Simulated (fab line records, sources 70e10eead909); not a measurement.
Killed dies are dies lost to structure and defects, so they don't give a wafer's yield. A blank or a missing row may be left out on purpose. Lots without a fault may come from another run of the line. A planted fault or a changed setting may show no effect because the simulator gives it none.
fab line records | flow nand_harc
record lots=6 wafers=18 last_day=27
route steps=1159 shown A_CHANNEL_HOLE_D1@463 END@1159
lots that met no fault: from a run of the same line without faults
start_h: hours from the record's first day to the start of the lot's first wafer shown | wait_h: hours since the lot's step before | " the same as in the row above | L1.1+2: a row that stands for several wafers | - no value, or no start given | * or withheld: withheld | < > ~ a bound
route shown NAME@n: a module of which the file shows steps, and the number in the route of the first | usual: mean/standard deviation of fault-free wafers | same: alike in all rows | chamber/n: place in a boat | sites: the reading at each site | _std_site: their standard deviation | _edge_site: outer sites' mean less inner sites' | radius_mm: how far each site lies from the wafer's centre | mask NAME#n: copy n | behind: the tool/chamber that last shaped the wafer | hold: why the lot was held/for how many hours/how that ended | device: the transistor (n, p or np) that didn't switch | end of line: the same wafers' tests at the end of the route | a step without rows: its recipe alone | killed: dies lost to structure and defects at the first sort, not the wafer's yield | map: a wafer's dies, x killed, . not, _ none there
set.NAME: the setting as run; set.NAME@STEP: as run at that earlier step | model.NAME: the simulator's own value behind a step, which no gauge read
lots at some steps of the route; a table a step, a row a wafer
services: from which hour (start_h, from the record's first day; less than 0 if before it) a tool's chamber was out of use, for how many hours, and why
## steps
# step NHARC_A_CHANNEL_HOLE_D1_OVL_MEAS_11
# usual overlay_x_nm=-0.2/0.97 overlay_y_nm=0.0/0.81
# columns lot.wafer tool chamber start_h wait_h overlay_x_nm overlay_y_nm
L757.1 overlay-02 - 185.69 - -1.2 0.3
L757.4 " - " " -1.0 0.4
L757.5 " - " " -1.1 0.6
L762.3 overlay-01 - 217.12 - -0.1 -1.0
L762.5 " - " " -0.6 -0.6
L762.6 " - " " 0.1 -0.3
L765.1 overlay-01 - 232.31 - -0.8 -0.1
L765.2 " - " " -0.6 0.4
L765.4 " - " " -0.6 0.4
L770.1 overlay-01 - 250.46 - 0.9 -0.8
L770.3 " - " " 0.5 -0.1
L770.4 " - " " 0.3 -0.9
L778.1 overlay-01 - 298.32 - -1.3 -0.4
L778.3 " - " " -1.3 -0.5
L778.4 " - " " -1.4 -0.6
L777.3 overlay-01 - 299.47 - 1.7 0.3
L777.4 " - " " 0.5 0.3
L777.5 " - " " 0.3 0.5
# step NHARC_A_CHANNEL_HOLE_D1_INSPECT_12
# usual raw_defect_count=5.1/2.6
# columns lot.wafer tool chamber start_h wait_h raw_defect_count
L757.1 defect_inspect-02 - 185.73 0.0 6
L757.4 " - " " 9
L757.5 " - " " 2
L762.3 defect_inspect-02 - 217.16 0.0 8
L762.5 " - " " 4
L762.6 " - " " 3
L765.1 defect_inspect-01 - 232.34 0.0 6
L765.2 " - " " 11
L765.4 " - " " 3
L770.1 defect_inspect-02 - 250.50 0.0 4
L770.3 " - " " 8
L770.4 " - " " 2
L778.1 defect_inspect-02 - 298.36 0.0 2
L778.3 " - " " 5
L778.4 " - " " 5
L777.3 defect_inspect-01 - 299.51 0.0 4
L777.4 " - " " 10
L777.5 " - " " 6
# step NHARC_A_CHANNEL_HOLE_D1_DESCUM_15
# recipe time_s=3 o2_flow_sccm=200 ar_flow_sccm=0 bias_power_w=0 chemistry=O2
# step NHARC_A_CHANNEL_HOLE_D1_ETCH_38
# recipe target_depth_a=390 over_etch_frac=0.3 time_s=65 ion_energy_ev=80 cf4_flow_sccm=150 ar_flow_sccm=0 rf_w=300 bias_w=100 chemistry=CF4
# step NHARC_A_CHANNEL_HOLE_D1_ETCH_39
# recipe target_depth_a=2600 over_etch_frac=0.3 time_s=325 ion_energy_ev=200 n2_flow_sccm=150 h2_flow_sccm=150 ar_flow_sccm=0 rf_w=400 bias_w=150 chemistry=N2/H2
# step NHARC_A_CHANNEL_HOLE_D1_ETCH_34
# recipe target_depth_a=1540 time_s=77 cf4_flow_sccm=100 chf3_flow_sccm=30 ar_flow_sccm=0 rf_w=500 bias_w=200 chemistry=CF4/CHF3
# usual drypump_motor_current_A=5.7/0.46 oes_product_au=0.950/0.024 rf_vpp_V=370.5/2 showerhead_plenum_p_Torr=1.57/0.057 throttle_valve_pct=16.802/0.0093
# columns lot.wafer tool chamber start_h wait_h drypump_motor_current_A oes_product_au rf_hours_counter_h rf_vpp_V showerhead_plenum_p_Torr throttle_valve_pct
L757.4 rie_diel-10 1 - - 5.3 0.979 0 371.0 1.58 16.802
L757.1 " 2 " " 6.4 0.974 0 370.5 1.54 16.790
L757.5 " 2 " " 6.4 0.974 - 370.9 1.54 16.817
L762.3 rie_diel-01 1 - - 5.2 0.927 - 367.7 1.48 16.789
L762.6 " 0 " " 6.3 0.940 - 370.6 1.58 16.810
L762.5 " 1 " " 5.2 0.927 - 367.9 1.48 16.811
L765.2 rie_diel-01 0 - - 6.3 0.936 8 370.7 1.58 16.808
L765.1 " 1 " " 5.2 0.923 8 368.8 1.48 16.802
L765.4 " 0 " " 6.3 0.931 - 371.3 1.58 16.797
L770.1 rie_diel-12 2 - - 5.4 0.966 2 373.0 1.66 16.814
L770.4 " 3 " " 5.1 0.960 2 368.3 1.54 16.787
L770.3 " 1 " " 5.7 0.991 2 367.7 1.49 16.810
L778.3 rie_diel-01 2 - - 5.7 0.928 12 371.2 1.61 16.799
L778.1 " 0 " " 6.3 0.939 14 372.5 1.57 16.799
L778.4 " 1 " " 5.2 0.922 14 367.8 1.48 16.791
L777.4 rie_diel-10 3 - - 6.5 0.923 8 367.0 1.52 16.795
L777.3 " 1 " " 5.3 0.924 7 370.8 1.58 16.808
L777.5 " 3 " " 6.5 0.927 - 369.3 1.52 16.799
# step NHARC_A_CHANNEL_HOLE_D1_ETCH_16
# recipe target_depth_a=31000 over_etch_frac=0.3 time_s=806 ion_energy_ev=150 o2_flow_sccm=400 cos_flow_sccm=20 ar_flow_sccm=0 rf_w=500 bias_w=300 chemistry=O2/COS
# usual drypump_motor_current_A=5.7/0.48 oes_product_au=1.002/0.0068 rf_vpp_V=314.1/1.8 showerhead_plenum_p_Torr=3.12/0.11 throttle_valve_pct=28.331/0.009
# columns lot.wafer tool chamber start_h wait_h drypump_motor_current_A oes_product_au rf_hours_counter_h rf_vpp_V showerhead_plenum_p_Torr throttle_valve_pct
L757.1 rie_diel-10 2 - - 6.4 0.993 0 313.0 3.06 28.326
L757.4 " 1 " " 5.3 1.002 0 313.8 3.14 28.335
L757.5 " 2 " " 6.4 1.005 - 313.0 3.05 28.325
L762.3 rie_diel-01 0 - - 6.3 0.987 - 315.4 3.13 28.334
L762.6 " 1 " " 5.2 0.991 - 310.6 2.94 28.329
L762.5 " 0 " " 6.3 1.002 - 314.1 3.13 28.334
L765.2 rie_diel-01 0 - - 6.3 1.002 8 314.5 3.13 28.331
L765.1 " 2 " " 5.7 1.003 6 313.4 3.20 28.337
L765.4 " 0 " " 6.3 0.992 - 315.1 3.13 28.319
L770.1 rie_diel-12 3 - - 5.1 1.007 2 312.2 3.06 28.331
L770.4 " 0 " " 5.3 1.002 2 314.1 3.17 28.322
L770.3 " 2 " " 5.4 1.000 2 317.5 3.30 28.332
L778.1 rie_diel-01 1 - - 5.2 1.014 14 310.8 2.94 28.327
L778.4 " 2 " " 5.7 1.003 12 317.6 3.20 28.335
L778.3 " 0 " " 6.4 1.008 14 314.7 3.12 28.325
L777.4 rie_diel-10 3 - - 6.5 1.008 8 311.1 3.01 28.327
L777.3 " 2 " " 6.4 0.993 7 312.8 3.05 28.320
L777.5 " 3 " " 6.5 0.999 - 311.9 3.01 28.321
# step NHARC_A_CHANNEL_HOLE_D1_CD_MEAS_18
# usual cd_nm=98.5/1.6
# columns lot.wafer tool chamber start_h wait_h cd_nm
L757.1 cd_sem-02 - 186.94 - 97.9
L757.4 " - " " 98.3
L757.5 " - " " 97.7
L762.3 cd_sem-02 - 218.95 - 97.1
L762.5 " - " " 95.8
L762.6 " - " " 96.4
L765.1 cd_sem-02 - 233.72 - 98.6
L765.2 " - " " 95.2
L765.4 " - " " 96.6
L770.1 cd_sem-02 - 251.66 - 98.2
L770.3 " - " " 97.5
L770.4 " - " " 95.2
L778.1 cd_sem-02 - 299.52 - 95.1
L778.3 " - " " 98.3
L778.4 " - " " 96.7
L777.3 cd_sem-03 - 300.69 - 99.7
L777.4 " - " " 100.7
L777.5 " - " " 97.4
# step NHARC_A_CHANNEL_HOLE_D1_ETCH_19
# recipe bias_v=1200 source_w=2500 pressure_mtorr=15 time_s=34.5 ar_flow_sccm=375 c4f8_flow_sccm=28.8 o2_flow_sccm=96.2 temp_c=-20 target_depth_a=* chemistry=C4F8/O2/Ar
# step NHARC_A_CHANNEL_HOLE_D1_ETCH_20
# recipe bias_v=3000 source_w=withheld pressure_mtorr=20 time_s=361.9 ar_flow_sccm=375 c4f8_flow_sccm=89.3 o2_flow_sccm=35.7 temp_c=-20 target_depth_a=16000 chemistry=C4F8/O2/Ar
# usual drypump_motor_current_A=5.2/0.42 showerhead_plenum_p_Torr=3.71/0.11 throttle_valve_pct=32.155/0.0085
# columns lot.wafer tool chamber start_h wait_h drypump_motor_current_A rf_hours_counter_h showerhead_plenum_p_Torr throttle_valve_pct
L757.1 har_etch-01 0 187.18 0.1 5.2 195 3.79 32.142
L757.4 " 0 " " 5.2 - 3.79 32.138
L757.5 " 0 " " 5.2 - 3.79 32.159
L762.3 har_etch-02 1 221.69 0.2 5.9 - 3.60 32.137
L762.5 " 1 " " 6.0 - 3.60 32.155
L762.6 " 0 " " 4.9 - 3.87 32.150
L765.1 har_etch-02 1 233.91 0.1 6.0 121 3.60 32.153
L765.2 " 0 " " 4.8 121 3.86 32.164
L765.4 " 1 " " 5.9 - 3.60 32.159
L770.1 har_etch-01 1 251.84 0.1 5.0 221 3.61 32.145
L770.3 " 1 " " 5.0 - 3.60 32.145
L770.4 " 0 " " 5.2 - 3.77 32.151
L778.1 har_etch-01 1 299.78 0.1 5.0 251 3.59 32.158
L778.3 " 0 " " 5.2 - 3.76 32.165
L778.4 " 1 " " 5.0 - 3.59 32.165
L777.3 har_etch-02 0 300.99 0.2 4.8 - 3.85 32.161
L777.4 " 1 " " 5.9 - 3.59 32.166
L777.5 " 1 " " 5.9 - 3.59 32.165
# step NHARC_A_CHANNEL_HOLE_D1_ETCH_21
# recipe bias_v=3000 source_w=withheld pressure_mtorr=20 time_s=514.3 ar_flow_sccm=375 c4f8_flow_sccm=89.3 o2_flow_sccm=35.7 temp_c=-20 target_depth_a=16000 chemistry=C4F8/O2/Ar
# step NHARC_A_CHANNEL_HOLE_D1_ETCH_22
# recipe bias_v=3000 source_w=withheld pressure_mtorr=20 time_s=666.7 ar_flow_sccm=375 c4f8_flow_sccm=89.3 o2_flow_sccm=35.7 temp_c=-20 target_depth_a=16000 chemistry=C4F8/O2/Ar
# usual drypump_motor_current_A=5.2/0.42 showerhead_plenum_p_Torr=3.71/0.11 throttle_valve_pct=32.155/0.0091
# columns lot.wafer tool chamber start_h wait_h drypump_motor_current_A rf_hours_counter_h showerhead_plenum_p_Torr throttle_valve_pct
L757.1 har_etch-01 0 187.97 0.4 5.2 196 3.79 32.167
L757.4 " 0 " " 5.2 - 3.79 32.154
L757.5 " 0 " " 5.2 - 3.79 32.164
L762.3 har_etch-02 1 222.53 0.4 5.9 - 3.60 32.148
L762.5 " 1 " " 5.9 - 3.60 32.157
L762.6 " 0 " " 4.8 - 3.87 32.158
L765.1 har_etch-02 1 234.66 0.4 5.9 122 3.60 32.161
L765.2 " 0 " " 4.8 122 3.86 32.161
L765.4 " 1 " " 6.0 - 3.60 32.164
L770.1 har_etch-01 1 252.60 0.4 4.9 222 3.60 32.155
L770.3 " 1 " " 4.9 - 3.60 32.144
L770.4 " 0 " " 5.2 - 3.77 32.148
L778.1 har_etch-01 1 300.57 0.4 5.0 252 3.59 32.123
L778.3 " 0 " " 5.2 - 3.76 32.143
L778.4 " 1 " " 5.0 - 3.59 32.146
L777.3 har_etch-02 0 301.82 0.4 4.8 - 3.85 32.163
L777.4 " 1 " " 5.9 - 3.59 32.140
L777.5 " 1 " " 6.0 - 3.59 32.174
# step NHARC_A_CHANNEL_HOLE_D1_ETCH_23
# recipe bias_v=5000 source_w=withheld pressure_mtorr=20 time_s=819 ar_flow_sccm=375 c4f8_flow_sccm=89.3 o2_flow_sccm=35.7 temp_c=-20 target_depth_a=16000 chemistry=C4F8/O2/Ar
# usual drypump_motor_current_A=5.2/0.42 showerhead_plenum_p_Torr=3.71/0.11 throttle_valve_pct=32.154/0.0092
# columns lot.wafer tool chamber start_h wait_h drypump_motor_current_A rf_hours_counter_h showerhead_plenum_p_Torr throttle_valve_pct
L757.1 har_etch-01 0 188.55 0.5 5.2 196 3.79 32.138
L757.4 " 0 " " 5.2 - 3.79 32.155
L757.5 " 0 " " 5.2 - 3.79 32.162
L762.3 har_etch-02 1 223.15 0.5 5.9 - 3.60 32.162
L762.5 " 1 " " 5.9 - 3.60 32.146
L762.6 " 0 " " 4.8 - 3.87 32.136
L765.1 har_etch-02 1 235.24 0.5 6.0 123 3.60 32.145
L765.2 " 0 " " 4.9 123 3.86 32.160
L765.4 " 1 " " 6.0 - 3.60 32.148
L770.1 har_etch-01 1 253.18 0.5 4.9 222 3.60 32.156
L770.3 " 1 " " 5.0 - 3.60 32.159
L770.4 " 0 " " 5.2 - 3.77 32.151
L778.1 har_etch-01 1 301.16 0.5 4.9 253 3.59 32.154
L778.3 " 0 " " 5.2 - 3.76 32.156
L778.4 " 1 " " 4.9 - 3.59 32.149
L777.3 har_etch-02 0 302.43 0.5 4.8 - 3.85 32.149
L777.4 " 1 " " 5.9 - 3.58 32.149
L777.5 " 1 " " 5.9 - 3.58 32.154
# step NHARC_A_CHANNEL_HOLE_D1_ETCH_24
# recipe bias_v=5000 source_w=withheld pressure_mtorr=20 time_s=906.2 ar_flow_sccm=375 c4f8_flow_sccm=93.8 o2_flow_sccm=31.2 temp_c=-20 target_depth_a=15000 chemistry=C4F8/O2/Ar
# step NHARC_A_CHANNEL_HOLE_D1_ETCH_25
# recipe bias_v=5000 source_w=withheld pressure_mtorr=20 time_s=1040.2 ar_flow_sccm=375 c4f8_flow_sccm=93.8 o2_flow_sccm=31.2 temp_c=-20 target_depth_a=15000 chemistry=C4F8/O2/Ar
# step NHARC_A_CHANNEL_HOLE_D1_ETCH_26
# recipe bias_v=300 source_w=2000 pressure_mtorr=30 time_s=224.1 ar_flow_sccm=375 c4f8_flow_sccm=11.4 o2_flow_sccm=113.6 temp_c=-20 target_depth_a=3000 chemistry=C4F8/O2/Ar
# step NHARC_A_CHANNEL_HOLE_D1_ETCH_33
# recipe bias_v=400 source_w=2000 pressure_mtorr=25 time_s=90 ar_flow_sccm=375 c4f8_flow_sccm=41.7 o2_flow_sccm=83.3 temp_c=-20 target_depth_a=4000 chemistry=C4F8/O2/Ar
# step NHARC_A_CHANNEL_HOLE_D1_STRIP_41
# recipe n2_flow_sccm=150 h2_flow_sccm=150 ar_flow_sccm=0 bias_w=0 chemistry=N2/H2
# step NHARC_A_CHANNEL_HOLE_D1_STRIP_42
# recipe cf4_flow_sccm=100 chf3_flow_sccm=30 ar_flow_sccm=0 bias_w=0 chemistry=CF4/CHF3
# step NHARC_A_CHANNEL_HOLE_D1_STRIP_43
# recipe o2_flow_sccm=400 cos_flow_sccm=20 ar_flow_sccm=0 bias_w=0 chemistry=O2/COS
# step NHARC_A_CHANNEL_HOLE_D1_ETCH_44
# recipe target_depth_a=1400 overetch_a=140 time_s=77 ion_energy_ev=100 cf4_flow_sccm=80 o2_flow_sccm=20 ar_flow_sccm=0 rf_w=300 bias_w=100 chemistry=CF4/O2
# step NHARC_A_CHANNEL_HOLE_D1_STRIP_27
# recipe o2_flow_sccm=500 ar_flow_sccm=0 bias_w=0 chemistry=O2
# usual drypump_motor_current_A=5.8/0.53 oes_product_au=1.002/0.0078 rf_vpp_V=57.7/0.9 showerhead_plenum_p_Torr=3.52/0.12 throttle_valve_pct=17.036/0.0093
# columns lot.wafer tool chamber start_h wait_h drypump_motor_current_A oes_product_au rf_hours_counter_h rf_vpp_V showerhead_plenum_p_Torr throttle_valve_pct
L757.4 rie_diel-10 2 - - 6.4 0.991 1 57.0 3.45 17.033
L757.1 " 3 " " 6.6 1.001 1 56.3 3.41 17.038
L757.5 " 3 " " 6.6 0.996 - 57.7 3.41 17.039
L762.3 rie_diel-10 2 - - 6.4 0.991 3 58.0 3.45 17.048
L762.6 " 1 " " 5.3 1.002 - 57.6 3.55 17.038
L762.5 " 2 " " 6.4 1.004 - 58.1 3.45 17.050
L765.4 rie_diel-12 3 - - 5.1 1.015 1 57.7 3.46 17.035
L765.2 " 0 " " 5.3 1.006 1 58.3 3.58 17.034
L765.1 " 1 " " 5.7 1.002 1 55.9 3.35 17.047
L770.3 rie_diel-12 3 - - 5.1 1.009 2 58.7 3.46 17.035
L770.1 " 0 " " 5.4 1.004 2 58.0 3.58 17.038
L770.4 " 1 " " 5.7 1.012 2 56.5 3.35 17.040
L778.1 rie_diel-10 3 - - 6.6 1.001 9 55.8 3.40 17.045
L778.3 " 0 " " 6.1 1.002 8 56.8 3.67 17.035
L778.4 " 2 " " 6.4 1.000 8 57.4 3.45 17.039
L777.3 rie_diel-12 2 - - 5.4 1.005 5 58.3 3.72 17.051
L777.4 " 3 " " 5.1 1.010 5 56.8 3.46 17.022
L777.5 " 1 " " 5.7 1.010 - 59.1 3.35 17.027
# step NHARC_A_CHANNEL_HOLE_D1_PRECLEAN_28
# recipe time_s=* temp_c=50 bath_age_min=0 chemistry=SC1
# step NHARC_A_CHANNEL_HOLE_D1_SRD_29
# step NHARC_A_CHANNEL_HOLE_D1_CD_MEAS_30
# usual cd_nm=90.2/0.83
# columns lot.wafer tool chamber start_h wait_h cd_nm
L757.1 cd_sem-03 - 192.52 - 90.5
L757.4 " - " " 89.3
L757.5 " - " " 89.9
L762.3 cd_sem-03 - 227.02 - 91.0
L762.5 " - " " 90.6
L762.6 " - " " 90.6
L765.1 cd_sem-02 - 239.29 - 89.0
L765.2 " - " " 89.9
L765.4 " - " " 88.6
L770.1 cd_sem-02 - 257.28 - 89.5
L770.3 " - " " 88.6
L770.4 " - " " 88.5
L778.1 cd_sem-02 - 305.11 - 91.1
L778.3 " - " " 90.3
L778.4 " - " " 92.3
L777.3 cd_sem-01 - 306.30 - 90.1
L777.4 " - " " 89.6
L777.5 " - " " 89.3
# step NHARC_A_CHANNEL_HOLE_D1_XSEM_31
# recipe landing_energy_ev=35000
# step NHARC_A_CHANNEL_HOLE_D1_INSPECT_40
# usual raw_defect_count=62/17
# columns lot.wafer tool chamber start_h wait_h hold raw_defect_count
L757.1 defect_inspect-02 - 192.74 - - 62
L757.4 " - " " - 71
L757.5 " - " " - 57
L762.3 defect_inspect-01 - 227.21 - await_dispo/0.2h/release 877
L762.5 " - " " await_dispo/0.2h/release 862
L762.6 " - " " await_dispo/0.2h/release 64
L762.3 defect_inspect-01 - 227.38 0.2 - 875
L762.5 " - " " - 860
L762.6 " - " " - 64
L765.1 defect_inspect-02 - 239.48 - await_dispo/0.2h/release 826
L765.2 " - " " await_dispo/0.2h/release 51
L765.4 " - " " await_dispo/0.2h/release 825
L765.1 defect_inspect-02 - 239.65 0.2 - 816
L765.2 " - " " - 50
L765.4 " - " " - 828
L770.1 defect_inspect-02 - 257.46 - - 76
L770.3 " - " " - 72
L770.4 " - " " - 64
L778.1 defect_inspect-01 - 305.29 - - 82
L778.3 " - " " - 63
L778.4 " - " " - 61
L777.3 defect_inspect-01 - 306.49 - - 46
L777.4 " - " " - 54
L777.5 " - " " - 56
# step NHARC_END_SORT_01
# recipe temp_c=25
# usual killed_at_array=28/11 killed_at_other=0.9/1.2 killed_at_periphery=2.6/2.1 killed_dies=31/11 killed_open=3.1/1.7 killed_short=1.9/1.3
# same gross_dies=677
# columns lot.wafer tool chamber start_h wait_h killed_at_array killed_at_other killed_at_periphery killed_dies killed_open killed_short
L765.1 prober-01 0 556.79 2.5 99 0 1 100 3 3
L765.4 prober-01 0 559.19 3.4 104 0 2 106 5 1
L770.4 prober-02 0 559.26 3.4 33 2 0 35 4 2
L762.3 prober-02 0 573.94 3.1 110 0 1 111 1 3
L762.5 prober-02 0 575.55 3.7 108 1 1 110 3 3
# killed by level:class
L765.1 A_CHANNEL_HOLE_D1:unspecified=89 A_CONTACT:geometric_particle:short=2 A_ONON_D1:geometric_particle:open=1 A_CHANNEL_FILL_D1:geometric_particle:short=1 A_WL_FILL:geometric_particle:open=1 A_CONTACT:geometric_particle:open=1 P_M0:chamber_film_flake=1 A_ZERO_WELL:chamber_film_flake=1
L765.4 A_CHANNEL_HOLE_D1:unspecified=94 P_CONTACT:geometric_particle:open=2 A_WL_FILL:chamber_film_flake=2 A_CONTACT:chamber_film_flake=2 A_CHANNEL_FILL_D1:geometric_particle:open=1 A_WL_FILL:geometric_particle:open=1 A_CONTACT:geometric_particle:open=1 A_CONTACT:geometric_particle:short=1
L770.4 A_CHANNEL_HOLE_D1:chamber_film_flake=19 A_CONTACT:chamber_film_flake=7 A_CONTACT:geometric_particle:open=2 THIN_TSV:chamber_film_flake=2 A_SOURCE_PLATE:geometric_particle:open=1 A_CHANNEL_HOLE_D1:geometric_particle:short=1 A_WL_FILL:geometric_particle:short=1 A_M0:geometric_particle:open=1
L762.3 A_CHANNEL_HOLE_D1:unspecified=97 A_CONTACT:chamber_film_flake=6 A_STAIRCASE:chamber_film_flake=2 P_GATE:geometric_particle:short=1 A_ONON_D1:geometric_particle:short=1 A_SGD_CUT:geometric_particle:open=1 A_WL_FILL:geometric_particle:short=1 A_CHANNEL_HOLE_D1:chamber_film_flake=1
L762.5 A_CHANNEL_HOLE_D1:unspecified=92 A_STAIRCASE:chamber_film_flake=5 A_CHANNEL_FILL_D1:chamber_film_flake=3 A_CONTACT:chamber_film_flake=2 P_M0:geometric_particle:open=1 A_WL_FILL:geometric_particle:short=1 A_CONTACT:geometric_particle:short=1 A_BLC:geometric_particle:open=1
# map L762.3 (x killed, . not)
____________.____________
_________......._________
_______..........._______
______.............______
_____..............._____
____.................____
____.................____
___...x...........x...___
___...x........x......___
__.............x.......__
__.....................__
_.................x....._
_......................._
_..x.............x......_
_..................x...._
_...........x....x......_
.........................
.........................
..............x..........
................x........
.........x..x..x.x.......
_..........xxxxxx.....x._
_...........xxxxxx......_
_.........xxxxxxx......._
_........xxxxxxxxxx....._
_.........xxxxxxxx......_
__........xxxxxxxxx....__
__........xxxxxxxxx....__
___......xxxxxxxxxx...___
___.....x..xxxxxxxx...___
____......xxxxxxxx...____
____.......xxxxxxx...____
_____......x...xx..._____
______......x......______
_______..........._______
_________......._________
____________.____________
# map L765.4 (x killed, . not)
____________.____________
_________......._________
_______..........._______
______.............______
_____..............._____
____.................____
____.................____
___...................___
___.........x.........___
__....................x__
__.............x.x.....__
_......................._
_......................._
_......................._
_................x......_
_...................x..._
.........................
.........................
.........................
............x.x.......x..
...............x.........
_.........xxxxxxx.x....._
_.........xxxxxxx.x....._
_.........xxxxxxxx......_
_.........xxxxxxxxx....._
_..........xxxxxxxx....._
__.......xxxxxxxxx.....__
__........xxxxxxxx.....__
___......xxxxxxxxxx...___
___.......xxxxxxx.x...___
____......xxxxxx.x...____
____.....x.xxxxxx....____
_____........x.xx..._____
______x....x.......______
_______.....x....._______
_________......._________
____________.____________
## services
# columns tool chamber start_h hours kind
rie_diel-10 - 167.33 1.5 repair
rie_diel-12 1 175.73 6.7 repair
rie_diel-10 - 176.50 9.0 pm
rie_diel-10 0 176.50 9.0 vent_cycle
rie_diel-10 1 176.50 9.0 vent_cycle
rie_diel-10 2 176.50 9.0 vent_cycle
rie_diel-10 3 176.50 9.0 vent_cycle
rie_diel-10 0 185.50 - clean
rie_diel-10 1 185.50 - clean
rie_diel-10 2 185.50 - clean
rie_diel-10 3 185.50 - clean
rie_diel-01 3 200.75 34.3 repair
rie_diel-01 2 202.18 19.0 repair
rie_diel-12 - 202.40 9.0 pm
rie_diel-10 0 210.03 - clean
rie_diel-10 1 210.03 - clean
rie_diel-10 2 210.03 - clean
rie_diel-10 3 210.03 - clean
rie_diel-10 0 234.83 - clean
rie_diel-12 - 254.35 0.8 repair
har_etch-02 - 279.79 9.0 repair
har_etch-01 - 305.00 17.0 pm
har_etch-01 0 305.00 17.0 vent_cycle
har_etch-01 1 305.00 17.0 vent_cycle
## key
first_sign step=NHARC_A_CHANNEL_HOLE_D1_INSPECT_40 reading=visit direction=added
effect step=NHARC_A_CHANNEL_HOLE_D1_INSPECT_40 reading=raw_defect_count direction=up sigmas=45 usual=62 struck=848
effect step=NHARC_END_SORT_01 reading=killed_at_array direction=up sigmas=7.2 usual=28 struck=105
more_kills_born_at NHARC_A_CHANNEL_HOLE_D1_ETCH_23@har_etch-02=361
met_at NHARC_A_CHANNEL_HOLE_D1_ETCH_23
struck_wafers L762.3,L762.5,L765.1,L765.4
tester_left_out L762,L765
fault kind=chamber_particle_source tool=har_etch-02 chamber=1 onset_h=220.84 steps=NHARC_A_CHANNEL_HOLE_D1_ETCH_23 rate_per_visit_cm2=1.2579 end_h=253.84
# tester_left_out: of these lots the tester's yield and bins aren't shown, on N5 and GAA mostly nor the transistor test; their killed dies are dies lost to structure and defects alone, not to doping, threshold or leakage, so they don't give the yield
